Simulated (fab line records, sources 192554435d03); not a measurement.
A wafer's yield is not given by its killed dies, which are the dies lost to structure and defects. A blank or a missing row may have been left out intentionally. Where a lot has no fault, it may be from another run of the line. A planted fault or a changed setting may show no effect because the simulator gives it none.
2 desks looking at one fault | flow n5Finfet | what lay behind the numbers comes last; until then each desk has only its own

TOOL OWNER'S DESK, aldSin-04
The tool's own readings at N5_SDB_ALD_29 (deposits SiNx, target thk 30 nm, pulse time 1 s, ald cycles 600): means of the sampled wafers that have a number, for each lot that ran on this tool. The brackets show how far a lot's mean lies from the usual mean; more than 4 standard deviations puts the lot out of limits, marked OUT.
Columns: A = heaterPowerOuterW at N5_SDB_ALD_29, usual 520 W; B = heaterPowerW at N5_SDB_ALD_29, usual 834 W; C = precursorPulseHeightRel at N5_SDB_ALD_29, usual 1.000
lot  | first seen here | A   | B   | C
L708 | day 5 10:14     | 569 | 861 | 0.997
L709 | day 5 16:11     | 565 | 885 | 0.987
L711 | day 6 02:25     | 564 | 899 | 1.005
Finding of this desk: none of the 3 lots has anything out of limits.

THE METROLOGY DESK
What the gauges read, lot by lot, whatever tool the lot ran on: means of the sampled wafers that have a number. The brackets show how far a lot's mean lies from the usual mean; more than 4 standard deviations puts the lot out of limits, marked OUT. Only the readings that lie furthest out on some lot appear, 7 of the 10 it has.
Columns: A = DIBL_N at N5_BEOL_M4_RC_MEAS_101, usual 35.9 mV/V; B = DIBL_P at N5_BEOL_M4_RC_MEAS_101, usual 36.3 mV/V; C = IOFF_N at N5_BEOL_M4_RC_MEAS_101, usual 0.153 nA/um; D = IOFF_P at N5_BEOL_M4_RC_MEAS_101, usual 0.208 nA/um; E = SS_N at N5_BEOL_M4_RC_MEAS_101, usual 71.5 mV/dec; F = SS_P at N5_BEOL_M4_RC_MEAS_101, usual 73.3 mV/dec; G = VT_N at N5_BEOL_M4_RC_MEAS_101, usual 250.4 mV
lot  | first seen here | A    | B    | C     | D     | E    | F    | G
L708 | day 10 07:19    | 36.7 | 36.6 | 0.167 | 0.226 | 72.2 | 73.6 | 248.8
L709 | day 10 09:18    | 39.0 | 39.6 | 0.201 | 0.252 | 72.2 | 74.3 | 246.5
L711 | day 10 11:22    | 36.7 | 37.0 | 0.158 | 0.195 | 71.7 | 73.4 | 249.2
L724 | day 14 04:46    | 36.8 | 38.1 | 0.166 | 0.219 | 71.3 | 73.7 | 249.3
Finding of this desk: none of the 4 lots has anything out of limits.

BROUGHT TOGETHER
Nothing out of limits was seen by the tool owner's desk.
Nothing out of limits was seen by the metrology desk.

WHAT HAD BEEN PUT IN BY THE SIMULATOR
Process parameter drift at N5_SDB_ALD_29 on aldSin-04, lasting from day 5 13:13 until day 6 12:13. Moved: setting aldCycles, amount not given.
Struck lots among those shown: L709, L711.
